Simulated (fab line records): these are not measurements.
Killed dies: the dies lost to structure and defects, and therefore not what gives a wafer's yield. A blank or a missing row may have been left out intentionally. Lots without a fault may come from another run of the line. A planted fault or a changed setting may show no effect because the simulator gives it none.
A lot that was struck, set against a sound lot -- flow nand_harc -- 14 steps out of a route of 1159
Sound: wafers L928.1, L928.2, L928.6. Struck: wafers L939.2, L939.4, L939.6. The cause is named last.
Each step with rows lists, per side, the tool, then ch with its chambers, then its first start. Under that, the readings that differ: sound wafers -- struck wafers -- difference of the means -- sigmas: that difference in standard deviations of wafers without a fault.
alike: same words and numbers on both sides, and readings whose means sit less than 2 such deviations apart. not compared: any withheld reading, any reading some wafer has no value for, any bound like >300 that may hide the same value, and any number with overlapping values for which the record gives no deviation.
The two part at a step that has a row with sigmas, a row that says differs or no value, or rows on one side only. Numbers that have no deviation but don't overlap get no sigmas and don't part them. A reading that every wafer of one side lacks parts them only if that side has two wafers or more.

NHARC_A_SOURCE_PLATE_THK_MEAS_09: measures by ellipsometry.
  sound on film_metro-02, day 7 01:17; struck on film_metro-01, day 10 04:30
  alike: thk_nm
then, 3 steps without rows for these wafers: NHARC_A_SOURCE_PLATE_PVD_04 (deposits WSi2, target thk 50 nm); NHARC_A_SOURCE_PLATE_CVD_03 (deposits poly-Si, target thk 200 nm, time 4000 s); NHARC_A_SOURCE_PLATE_ANNEAL_05 (time 1800 s).
NHARC_A_SOURCE_PLATE_THK_MEAS_06: measures by ellipsometry.
  sound on film_metro-02, day 7 14:11; struck on film_metro-01, day 10 17:32
  alike: thk_nm
NHARC_A_SOURCE_PLATE_INSPECT_08:
  sound on defect_inspect-02, day 7 14:15; struck on defect_inspect-01, day 10 17:36
  alike: raw_defect_count
then NHARC_A_ONON_D1_DEP_00 (target thk 1000 nm), 1 step lacking rows for these wafers.
NHARC_A_ONON_D1_THK_MEAS_02: measures by ellipsometry.
  sound on film_metro-01, day 7 14:50; struck on film_metro-02, day 10 18:11
  alike: thk_nm
then NHARC_A_ONON_D1_DEP_03 (target thk 1000 nm), 1 step lacking rows for these wafers.
NHARC_A_ONON_D1_THK_MEAS_05: measures by ellipsometry.
  sound on film_metro-01, day 7 15:23; struck on film_metro-02, day 10 18:45
  alike: thk_nm
NHARC_A_ONON_D1_DEP_06: target thk 1000 nm.
  sound on pecvd_onon-01 ch 0, day 7 15:27; struck on pecvd_onon-03 ch 0, day 10 18:52
  alike: nh3_flow_sccm, sih4_flow_sccm
NHARC_A_ONON_D1_THK_MEAS_08: measures by ellipsometry.
  sound on film_metro-01, day 7 15:58; struck on film_metro-01, day 10 19:19
reading,sound,struck,difference,sigmas
thk_nm (nm),980 980 981,653 656 654,-326,-27
then NHARC_A_ONON_D1_DEP_09 (target thk 1000 nm), 1 step lacking rows for these wafers.
-- jump in the record: it breaks off in module A_ONON_D1 and resumes in module END (first step shown: number 1159 of the route), and 12 days separate the struck wafers' starts before and after --
NHARC_END_SORT_01:
  at this point the record logs the struck wafers (prober-01 ch 0, day 22 21:25) and has no rows for the sound ones

== WHERE THEY PART ==
First at NHARC_A_ONON_D1_THK_MEAS_08; last, within this record, at NHARC_END_SORT_01.

WHY: the cause the simulator had injected
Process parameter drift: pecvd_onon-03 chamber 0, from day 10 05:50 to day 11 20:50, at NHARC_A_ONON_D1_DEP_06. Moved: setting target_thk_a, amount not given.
